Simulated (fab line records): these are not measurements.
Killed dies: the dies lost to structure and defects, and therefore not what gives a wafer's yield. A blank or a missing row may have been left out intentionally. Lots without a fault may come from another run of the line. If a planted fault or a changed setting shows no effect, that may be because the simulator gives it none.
Matching of chambers / flow nand harc / pecvd-04 running NHARC_A_M1_DEP_33: 3 sister chambers
The step deposits SiCN, target thk 30 nm. 3 wafers are shown with their chamber, then 11 later ones without.

## WAFERS PAIRED WITH THEIR CHAMBERS
wafer=L084.5; chamber=0; heater power w (W)=470
wafer=L087.5; chamber=2; heater power w (W)=606
wafer=L091.2; chamber=1; heater power w (W)=475

## WAFERS WITHOUT THEIR CHAMBER
wafer=L091.4; heater power w (W)=669
wafer=L091.6; heater power w (W)=500
wafer=L090.2; heater power w (W)=573
wafer=L090.4; heater power w (W)=572
wafer=L090.5; heater power w (W)=713
wafer=L095.1; heater power w (W)=726
wafer=L095.3; heater power w (W)=472
wafer=L095.6; heater power w (W)=481
wafer=L097.3; heater power w (W)=607
wafer=L097.4; heater power w (W)=493
wafer=L097.6; heater power w (W)=635

## EACH ONE'S CHAMBER
wafer=L091.4; from the rows above=2; in truth=2
wafer=L091.6; from the rows above=can't be placed: 1 or 0 or 2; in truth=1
wafer=L090.2; from the rows above=can't be placed: 2 or 1 or 0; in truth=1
wafer=L090.4; from the rows above=can't be placed: 2 or 1 or 0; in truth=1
wafer=L090.5; from the rows above=2; in truth=2
wafer=L095.1; from the rows above=2; in truth=2
wafer=L095.3; from the rows above=can't be placed: 0 or 1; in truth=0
wafer=L095.6; from the rows above=can't be placed: 1 or 0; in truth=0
wafer=L097.3; from the rows above=2; in truth=2
wafer=L097.4; from the rows above=can't be placed: 1 or 0 or 2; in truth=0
wafer=L097.6; from the rows above=2; in truth=2
Correctly placed: 5 of 11. These rows do not allow placing 6 (true chamber among the candidates in 6). Wrongly placed: 0.
How it was worked out, from the rows above alone: a wafer's distance from a chamber is the root of the sum, over the readings, of the square of ((its reading less the chamber's mean) divided by the reading's scatter). The wafer belongs to the nearest chamber; if the next one is less than 2 further off, it can't be placed. A chamber's mean is the mean of its shown wafers. The scatter: root of mean squared gap, hidden wafer to nearest shown wafer, with one shown wafer a chamber.
